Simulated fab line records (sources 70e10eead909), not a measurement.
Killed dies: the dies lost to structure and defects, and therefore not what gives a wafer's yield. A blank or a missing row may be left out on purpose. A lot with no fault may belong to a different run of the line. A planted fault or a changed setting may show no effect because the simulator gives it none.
What tool caused it?	flow nandHarc	at 1 step of a route of 1159, 6 lots with 18 wafers sampled

WHAT EACH GAUGE READ, for each wafer
NHARC_P_ZERO_WELL_CD_MEAS_11: target cd 500 nm.
lot	measured	on	cdNm (nm)
L805	day 2 01:17	cdSem-02	500.4 499.8 499.1
L808	day 2 19:14	cdSem-03	500.6 497.8 501.3
L810	day 3 07:14	cdSem-01	498.2 496.2 497.2
L813	day 4 01:14	cdSem-03	503.1 502.7 500.8
L816	day 4 19:15	cdSem-03	499.0 497.8 498.1
L822	day 6 07:22	cdSem-01	499.9 499.8 502.3

EACH LOT AND THE TOOL THAT RAN IT (in order: tool; ch and the chambers of the sampled wafers; start)
Before these readings, the record contains no process step.

THE ANSWER, worked out from the rows above alone
Rule: the usual values come from the lots themselves. Put in order of their means at a reading, lots are off if they are a third of the lots or fewer, leave a main group of 4 or more, and stand apart from it by a gap of 3 or more times the standard deviation of the main group's means; of several such gaps the widest counts. If all means in a main group match to the digits the tables above print for the reading, that group is not used. A lot without any number at a reading at which 4 lots or more have one is off too. Where the step has rows for the other lots, those lots are counted as sound.
None of the lots is off at any reading shown; this tells nothing.

WHAT WAS PUT IN BY THE SIMULATOR
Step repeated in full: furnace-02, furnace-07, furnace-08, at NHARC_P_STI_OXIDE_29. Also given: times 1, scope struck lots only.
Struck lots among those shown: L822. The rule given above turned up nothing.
